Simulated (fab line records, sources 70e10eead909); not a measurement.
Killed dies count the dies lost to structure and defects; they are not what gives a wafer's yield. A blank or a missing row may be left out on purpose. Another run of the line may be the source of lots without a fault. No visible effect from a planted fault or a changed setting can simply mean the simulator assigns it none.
A struck lot beside a sound one + flow nand harc + 39 out of 1302 route steps
Sound: these wafers, L223.1, L223.5, L223.6. Wafers struck: L206.2, L206.3, L206.4. The cause comes at the end.
Per side, at each step with rows, come the tool, then ch with its chambers, and then its first start. Under that, the readings that differ: sound wafers + struck wafers + difference of the means + sigmas: that difference in standard deviations of wafers without a fault.
alike: words and numbers the same on both sides, and readings whose means are apart by under 2 such deviations; not compared: readings that were withheld, readings missing a value for some wafer, numbers with overlapping values and no deviation given by the record, and bounds like >300 which may hide the same value.
A row with sigmas, a row that says differs or no value, or rows on one side alone: a step with any of these is where the two part. Non-overlapping numbers with no deviation appear without sigmas and do not part them. A reading that every wafer of one side lacks parts them only if that side has two wafers or more.

first, 3 steps without rows for these wafers: NHARC_A_WL_FILL_PRECLEAN_30 (cleans in dHF, time 10 s); NHARC_A_WL_FILL_SRD_14; NHARC_A_WL_FILL_ALD_19 (deposits TiN, target thk 2 nm, pulse time 3 s, ald cycles 100).
NHARC_A_WL_FILL_CVD_20: deposits W, target thk 100 nm, time 74 s.
  sound on cvd w-01 ch 0,1; struck on cvd w-02 ch 0,1
  alike: heater power w, throttle valve pct
then, 2 steps without rows for these wafers: NHARC_A_WL_FILL_CMP_12 (polishes, t overpolish 30 s, target thk 100 nm); NHARC_A_WL_FILL_SRD_31.
NHARC_A_WL_FILL_INSPECT_15:
  sound on defect inspect-01, day 27 16:29; struck on defect inspect-01, day 22 05:49
  alike: raw defect count
then, 1 step without rows for these wafers: NHARC_A_CONTACT_DEP_24 (deposits SiO2, target thk 500 nm).
NHARC_A_CONTACT_DEP_28: deposits aC, target thk 7000 nm.
  sound on acl dep-01 ch 0, day 27 17:13; struck on acl dep-01 ch 0, day 22 07:11
  alike: throttle valve pct
then, 11 steps without rows for these wafers: NHARC_A_CONTACT_DEP_29 (deposits SiON, target thk 100 nm); NHARC_A_CONTACT_DEHYDRATE_32 (time 120 s); NHARC_A_CONTACT_HMDS_33 (time 30 s); NHARC_A_CONTACT_COAT_34 (time 75 s); NHARC_A_CONTACT_COAT_35 (time 65 s); NHARC_A_CONTACT_COAT_36 (resist thk 90 nm); NHARC_A_CONTACT_SOFTBAKE_37 (time 55 s); NHARC_A_CONTACT_EBR_38; NHARC_A_CONTACT_EXPOSE_39 (exposes mask A CC 3); NHARC_A_CONTACT_PEB_40 (peb time 65 s); NHARC_A_CONTACT_DEVELOP_41 (develop time 35 s).
NHARC_A_CONTACT_CD_MEAS_42: the cd target is 300 nm.
  sound on cd sem-03 ch 0, day 27 22:16; struck on cd sem-01 ch 0, day 22 11:25
  alike: cd nm
NHARC_A_CONTACT_OVL_MEAS_43:
  sound on overlay-01, day 27 22:20; struck on overlay-01, day 22 11:30
  alike: overlay x nm, overlay y nm
NHARC_A_CONTACT_INSPECT_44:
  sound on defect inspect-02, day 27 22:23; struck on defect inspect-02, day 22 11:32
  alike: raw defect count
NHARC_A_CONTACT_DESCUM_47: chemistry O2, time 3 s.
  sound on rie diel-11 ch 1,2, day 27 22:26; struck on rie diel-06 ch 0,2,3, day 22 11:36
| reading               | sound             | struck            | difference | sigmas |
|-----------------------|-------------------|-------------------|------------|--------|
| oes product au (a.u.) | 1.004 1.031 0.998 | 0.988 0.995 0.981 | -0.023     | -2     |
  alike: drypump motor current A, rf vpp V, showerhead plenum p Torr, throttle valve pct
  not compared: rf hours counter h
then, 8 steps without rows for these wafers: NHARC_A_CONTACT_ETCH_48 (etches the open film in CF4, target depth 39 nm, time 65 s); NHARC_A_CONTACT_ETCH_49 (etches the open film in N2/H2, target depth 260 nm, time 475.3 s); NHARC_A_CONTACT_ETCH_50 (etches the open film in CF4/CHF3, target depth 121 nm, time 60.5 s); NHARC_A_CONTACT_ETCH_51 (etches the open film in O2/COS, target depth 7000 nm, time 1820 s); NHARC_A_CONTACT_ETCH_111 (etches the open film in C4F8/O2/Ar, time 140 s, target depth 700 nm); NHARC_A_CONTACT_ETCH_112 (etches the open film in C4F8/O2/Ar, time 190 s, target depth 1850 nm); NHARC_A_CONTACT_ETCH_113 (etches the open film in C4F8/O2/Ar, time 190 s, target depth 1850 nm); NHARC_A_CONTACT_ETCH_114 (etches the open film in C4F8/O2/Ar, time 190 s, target depth 1850 nm).
NHARC_A_CONTACT_ETCH_115: etches the open film in C4F8/O2/Ar, time 190 s, target depth 1850 nm.
  sound on har cap etch-03 ch 0,1, day 28 01:16; struck on har cap etch-01 ch 0,1, day 22 14:28
  not compared: rf hours counter h
then, 1 step without rows for these wafers: NHARC_A_CONTACT_ETCH_116 (etches the open film in C4F8/O2/Ar, time 190 s, target depth 1850 nm).
NHARC_A_CONTACT_ETCH_117: etches the open film in C4F8/O2/Ar, time 190 s, target depth 1850 nm.
  sound on har cap etch-03 ch 0,1, day 28 01:37; struck on har cap etch-01 ch 0,1, day 22 14:56
  not compared: rf hours counter h
then, 2 steps without rows for these wafers: NHARC_A_CONTACT_ETCH_118 (etches the open film in C4F8/O2/Ar, time 190 s, target depth 1850 nm); NHARC_A_CONTACT_ETCH_119 (etches the open film in C4F8/O2/Ar, time 190 s, target depth 1850 nm).
NHARC_A_CONTACT_ETCH_120: etches the open film in C4F8/O2/Ar, time 190 s, target depth 1850 nm.
  sound on har cap etch-03 ch 0,1, day 28 02:07; struck on har cap etch-01 ch 0,1, day 22 15:37
  not compared: rf hours counter h
-- jump in the record: it breaks off in module A_CONTACT and resumes in module END (first step shown: number 1302 of the route), and 3 days separate the struck wafers' starts before and after --
NHARC_END_SORT_01:
  sound on prober-01 ch 0, day 30 22:35; struck on prober-02 ch 0, day 25 16:05
| reading         | sound     | struck      | difference | sigmas |
|-----------------|-----------|-------------|------------|--------|
| killed at array | 86 97 96  | 666 668 668 | +574       | +29    |
| killed dies     | 91 103 99 | 671 671 671 | +573       | +29    |
  alike: killed at other, killed at periphery, killed open, killed short

## WHERE THEY PART
At NHARC_A_CONTACT_DESCUM_47 first; at NHARC_END_SORT_01 last (within this record only).

WHY: what had been put in by the simulator
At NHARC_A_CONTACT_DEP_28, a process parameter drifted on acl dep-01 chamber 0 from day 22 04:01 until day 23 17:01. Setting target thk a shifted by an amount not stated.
